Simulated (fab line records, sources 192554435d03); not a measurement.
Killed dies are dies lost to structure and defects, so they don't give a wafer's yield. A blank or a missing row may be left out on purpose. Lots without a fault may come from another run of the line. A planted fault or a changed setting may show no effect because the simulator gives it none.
Which tool did it? | flow n5_finfet | 8 lots, 24 wafers sampled, at 5 steps of a route of 1938

WHAT THE GAUGES READ, wafer by wafer
N5_BEOL_M4_RC_MEAS_101. Usual: DIBL_N 36.2 mV/V, standard deviation 1.7; DIBL_P 36.6 mV/V, standard deviation 1.9; IOFF_N 0.16 nA/um, standard deviation 0.032; IOFF_P 0.21 nA/um, standard deviation 0.037; ION_N 675 uA/um, standard deviation 12; ION_P 460 uA/um, standard deviation 8.1; SS_N 71.4 mV/dec, standard deviation 0.58; SS_P 73.4 mV/dec, standard deviation 0.64; VT_N 249 mV, standard deviation 3.2; VT_P -252 mV, standard deviation 3.4.
lot  | measured     | on        | DIBL_N (mV/V)  | DIBL_P (mV/V)  | IOFF_N (nA/um) | IOFF_P (nA/um) | ION_N (uA/um) | ION_P (uA/um) | SS_N (mV/dec)  | SS_P (mV/dec)  | VT_N (mV)   | VT_P (mV)      | flag
L574 | day 8 15:17  | prober-02 | 38.1 34.9 36.7 | 38.5 35.8 37.3 | 0.19 0.14 0.17 | 0.23 0.19 0.21 | 682 657 676   | 462 450 462   | 72.5 71.9 71.4 | 73.5 72.8 73.5 | 248 253 250 | -250 -253 -253 |
L580 | day 9 16:11  | prober-02 | 35.6 33.9 34.7 | 36.2 33.8 35.1 | 0.16 0.12 0.14 | 0.19 0.15 0.17 | 684 671 676   | 463 455 463   | 71.6 71.2 71.1 | 73.1 73.2 73.2 | 248 253 249 | -250 -254 -253 |
L581 | day 10 10:41 | prober-02 | 38.8 34.4 37.4 | 41.1 35.3 38.8 | 0.20 0.12 0.18 | 0.27 0.17 0.23 | 688 658 693   | 473 454 465   | 71.6 70.9 71.7 | 74.6 72.6 73.9 | 245 252 247 | -250 -256 -253 |
L585 | day 11 07:01 | prober-02 | 38.6 34.5 37.6 | 41.4 36.3 40.2 | 0.21 0.13 0.18 | 0.26 0.18 0.23 | 679 668 681   | 467 460 464   | 72.2 71.0 71.9 | 74.4 72.3 73.9 | 246 253 247 | -249 -252 -254 |
L587 | day 12 01:31 | prober-01 | 35.6 37.8 35.9 | 36.4 38.3 36.5 | 0.15 0.20 0.15 | 0.20 0.23 0.21 | 665 670 678   | 455 455 462   | 71.0 72.0 71.7 | 73.4 73.8 73.6 | 251 246 251 | -249 -251 -252 |
L590 | day 12 18:07 | prober-02 | 36.1 34.3 35.9 | 38.3 35.7 37.9 | 0.17 0.14 0.17 | 0.23 0.19 0.22 | 681 670 683   | 468 466 465   | 71.4 70.0 70.7 | 73.1 73.2 73.0 | 244 251 248 | -250 -252 -250 |
L592 | day 13 02:18 | prober-02 | 36.0 37.7 37.8 | 35.2 37.2 37.0 | 0.16 0.18 0.19 | 0.22 0.24 0.25 | 677 697 692   | 469 471 472   | 70.8 71.9 71.6 | 73.1 73.8 73.7 | 249 247 248 | -249 -246 -247 |
L594 | day 13 08:45 | prober-02 | 37.0 35.7 37.2 | 35.9 34.2 37.3 | 0.16 0.13 0.17 | 0.21 0.19 0.23 | 680 666 684   | 465 460 469   | 71.2 69.8 71.0 | 72.9 72.2 73.9 | 249 254 249 | -253 -250 -247 |

WHICH TOOL RAN EACH LOT (tool, then ch and the chambers of the sampled wafers, then the start)
lot  | N5_GATE_CUT_ETCH_36                | N5_GATE_CUT_STRIP_41               | N5_GATE_CUT_ETCH_19                | N5_GATE_CUT_ETCH_47
L574 | rie_diel-02 ch 1,2, day 5 06:33    | rie_diel-02 ch 1,2, day 5 06:43    | rie_diel-02 ch 1,2, day 5 06:47    | rie_metal-01 ch 0,1, day 5 07:02
L580 | rie_diel-02 ch 2,3, day 6 18:05    | rie_diel-02 ch 2,3, day 6 18:16    | rie_diel-02 ch 2,3, day 6 18:19    | rie_metal-01 ch 1, day 6 18:44
L581 | rie_diel-02 ch 1,2,3, day 7 01:35  | rie_diel-02 ch 1,2,3, day 7 01:45  | rie_diel-02 ch 1,2,3, day 7 01:49  | rie_metal-01 ch 1, day 7 02:13
L585 | rie_diel-01 ch 0,3, day 8 01:53    | rie_diel-01 ch 0,3, day 8 02:04    | rie_diel-01 ch 0,3, day 8 02:07    | rie_metal-02 ch 0,1, day 8 02:23
L587 | rie_diel-01 ch 1,2,3, day 8 16:28  | rie_diel-01 ch 1,2,3, day 8 16:38  | rie_diel-01 ch 1,2,3, day 8 16:41  | rie_metal-03 ch 0,1, day 8 16:57
L590 | rie_diel-03 ch 0,1,3, day 9 13:45  | rie_diel-03 ch 0,1,3, day 9 13:55  | rie_diel-03 ch 0,1,3, day 9 13:59  | rie_metal-03 ch 0,1, day 9 14:15
L592 | rie_diel-01 ch 1,2, day 9 19:31    | rie_diel-01 ch 1,2, day 9 19:41    | rie_diel-01 ch 1,2, day 9 19:44    | rie_metal-03 ch 0, day 9 20:00
L594 | rie_diel-02 ch 0,1,2, day 10 08:51 | rie_diel-02 ch 0,1,2, day 10 09:01 | rie_diel-02 ch 0,1,2, day 10 09:05 | rie_metal-01 ch 0,1, day 10 09:20
- N5_GATE_CUT_ETCH_36: etches SiARC in CF4, target depth 13 nm, time 21.7 s.
- N5_GATE_CUT_STRIP_41: strips in CF4.
- N5_GATE_CUT_ETCH_19: etches SiNx in CH3F/O2, target depth 53.7 nm, time 76.7 s.
- N5_GATE_CUT_ETCH_47: etches SiO2 in Cl2/BCl3, target depth 10 nm.

WHAT THE TOOLS THEMSELVES READ (means of the sampled wafers that have a number; where no wafer has one, the mark that the record gives instead)
N5_GATE_CUT_ETCH_36. Usual: chamber_pressure_mTorr 40.00 mTorr, standard deviation 0.036; drypump_motor_current_A 5.8 A, standard deviation 0.5; etch_rf_on_time_s 21.7 s, standard deviation 0.48; oes_product_au 0.66 a.u., standard deviation 0.069; rf_vpp_V 184.5 V, standard deviation 1; showerhead_plenum_p_Torr 2.18 Torr, standard deviation 0.06; throttle_valve_pct 15.57 %, standard deviation 0.18.
lot  | tool        | chamber_pressure_mTorr (mTorr) | drypump_motor_current_A (A) | etch_rf_on_time_s (s) | oes_product_au (a.u.) | rf_vpp_V (V) | showerhead_plenum_p_Torr (Torr) | throttle_valve_pct (%) | flag
L574 | rie_diel-02 | 40.03                          | 6.3                         | 21.9                  | 0.63                  | 184.9        | 2.13                            | 15.56                  |
L580 | rie_diel-02 | 40.03                          | 6.2                         | 21.9                  | 0.61                  | 183.1        | 2.09                            | 15.70                  |
L581 | rie_diel-02 | 39.99                          | 6.0                         | 21.6                  | 0.62                  | 183.4        | 2.09                            | 15.57                  |
L585 | rie_diel-01 | 40.01                          | 6.1                         | 21.6                  | 0.68                  | 183.5        | 2.16                            | 15.64                  |
L587 | rie_diel-01 | 40.01                          | 6.0                         | 21.7                  | 0.66                  | 185.0        | 2.20                            | 15.49                  |
L590 | rie_diel-03 | 40.00                          | 6.2                         | 21.9                  | 0.62                  | 183.7        | 2.20                            | 15.75                  |
L592 | rie_diel-01 | 40.01                          | 5.8                         | 21.9                  | 0.65                  | 184.9        | 2.22                            | 15.40                  |
L594 | rie_diel-02 | 39.99                          | 5.7                         | 21.8                  | 0.61                  | 184.6        | 2.14                            | 15.62                  |

N5_GATE_CUT_STRIP_41. Usual: chamber_pressure_mTorr 50.00 mTorr, standard deviation 0.044; drypump_motor_current_A 5.8 A, standard deviation 0.5; oes_product_au 0.177 a.u., standard deviation 0.017; rf_vpp_V 271.7 V, standard deviation 1.4; showerhead_plenum_p_Torr 1.82 Torr, standard deviation 0.051; throttle_valve_pct 13.56 %, standard deviation 0.19.
lot  | tool        | chamber_pressure_mTorr (mTorr) | drypump_motor_current_A (A) | oes_product_au (a.u.) | rf_vpp_V (V) | showerhead_plenum_p_Torr (Torr) | throttle_valve_pct (%) | flag
L574 | rie_diel-02 | 49.99                          | 6.2                         | 0.171                 | 271.7        | 1.78                            | 13.54                  |
L580 | rie_diel-02 | 49.97                          | 6.2                         | 0.167                 | 270.1        | 1.75                            | 13.68                  |
L581 | rie_diel-02 | 50.03                          | 5.9                         | 0.170                 | 269.7        | 1.75                            | 13.57                  |
L585 | rie_diel-01 | 49.97                          | 6.1                         | 0.183                 | 271.4        | 1.82                            | 13.67                  |
L587 | rie_diel-01 | 49.99                          | 6.0                         | 0.179                 | 272.2        | 1.85                            | 13.50                  |
L590 | rie_diel-03 | 50.00                          | 6.2                         | 0.167                 | 272.4        | 1.84                            | 13.72                  |
L592 | rie_diel-01 | 49.97                          | 5.8                         | 0.177                 | 272.5        | 1.85                            | 13.39                  |
L594 | rie_diel-02 | 50.01                          | 5.7                         | 0.163                 | 270.5        | 1.79                            | 13.60                  |

N5_GATE_CUT_ETCH_19. Usual: CH3F_flow_sccm 30.00 sccm, standard deviation 0.096; chamber_pressure_mTorr 29.994 mTorr, standard deviation 0.024; drypump_motor_current_A 5.8 A, standard deviation 0.5; etch_rf_on_time_s 77.1 s, standard deviation 1.4; oes_product_au 0.66 a.u., standard deviation 0.068; rf_vpp_V 298 V, standard deviation 8; showerhead_plenum_p_Torr 2.04 Torr, standard deviation 0.059; throttle_valve_pct 16.31 %, standard deviation 0.17.
lot  | tool        | CH3F_flow_sccm (sccm) | chamber_pressure_mTorr (mTorr) | drypump_motor_current_A (A) | etch_rf_on_time_s (s) | oes_product_au (a.u.) | rf_vpp_V (V) | showerhead_plenum_p_Torr (Torr) | throttle_valve_pct (%) | flag
L574 | rie_diel-02 | 29.94                 | 29.995                         | 6.2                         | 78.5                  | 0.63                  | 289          | 1.99                            | 16.35                  |
L580 | rie_diel-02 | 29.97                 | 30.004                         | 6.2                         | 72.6                  | 0.64                  | 288          | 1.95                            | 16.49                  | OFF
L581 | rie_diel-02 | 29.87                 | 29.994                         | 6.0                         | 71.5                  | 0.66                  | 291          | 1.96                            | 16.36                  | OFF
L585 | rie_diel-01 | 29.91                 | 29.981                         | 6.1                         | 76.3                  | 0.68                  | 298          | 2.01                            | 16.32                  |
L587 | rie_diel-01 | 30.09                 | 29.981                         | 6.0                         | 77.3                  | 0.65                  | 305          | 2.06                            | 16.20                  |
L590 | rie_diel-03 | 30.09                 | 29.975                         | 6.3                         | 76.9                  | 0.63                  | 296          | 2.06                            | 16.49                  |
L592 | rie_diel-01 | 29.82                 | 29.993                         | 5.8                         | 77.1                  | 0.65                  | 311          | 2.08                            | 16.14                  |
L594 | rie_diel-02 | 30.05                 | 30.013                         | 5.8                         | 77.1                  | 0.61                  | 292          | 2.01                            | 16.38                  |

N5_GATE_CUT_ETCH_47. Usual: chamber_pressure_mTorr 10.001 mTorr, standard deviation 0.0092; drypump_motor_current_A 5.47 A, standard deviation 0.28; oes_product_au 0.73 a.u., standard deviation 0.13; throttle_valve_pct 22.97 %, standard deviation 0.18.
lot  | tool         | chamber_pressure_mTorr (mTorr) | drypump_motor_current_A (A) | oes_product_au (a.u.) | throttle_valve_pct (%) | flag
L574 | rie_metal-01 | 9.999                          | 5.38                        | 0.58                  | 23.05                  |
L580 | rie_metal-01 | 10.008                         | 5.48                        | 0.57                  | 23.03                  |
L581 | rie_metal-01 | 9.998                          | 5.48                        | 0.57                  | 23.02                  |
L585 | rie_metal-02 | 10.006                         | 5.36                        | 0.74                  | 22.93                  |
L587 | rie_metal-03 | 10.002                         | 5.59                        | 0.68                  | 23.12                  |
L590 | rie_metal-03 | 10.001                         | 5.61                        | 0.69                  | 23.12                  |
L592 | rie_metal-03 | 10.000                         | 5.53                        | 0.66                  | 23.22                  |
L594 | rie_metal-01 | 10.009                         | 5.39                        | 0.92                  | 22.66                  |

THE ANSWER, worked out from the rows above alone
Rule: a lot is off if the mean of its wafers that have a number lies more than 3 standard deviations from the usual mean. A lot without any number at a reading at which 4 lots or more have one is off too. The other lots that the step has rows for count as sound. The gauges are gone through in route order, then the tools' own readings, and for those a lot's mean is taken as printed above. The first step at which some lot is off is used, and at that step the reading that is off furthest; a lot without a number counts as furthest.
Off: L580, L581, at N5_GATE_CUT_ETCH_19 (etch_rf_on_time_s).
A tool fits if, at that step or a process step before it, it ran every lot that is off, and no sound lot after the first of them. None of those tried fits.

WHAT THE SIMULATOR HAD PUT IN
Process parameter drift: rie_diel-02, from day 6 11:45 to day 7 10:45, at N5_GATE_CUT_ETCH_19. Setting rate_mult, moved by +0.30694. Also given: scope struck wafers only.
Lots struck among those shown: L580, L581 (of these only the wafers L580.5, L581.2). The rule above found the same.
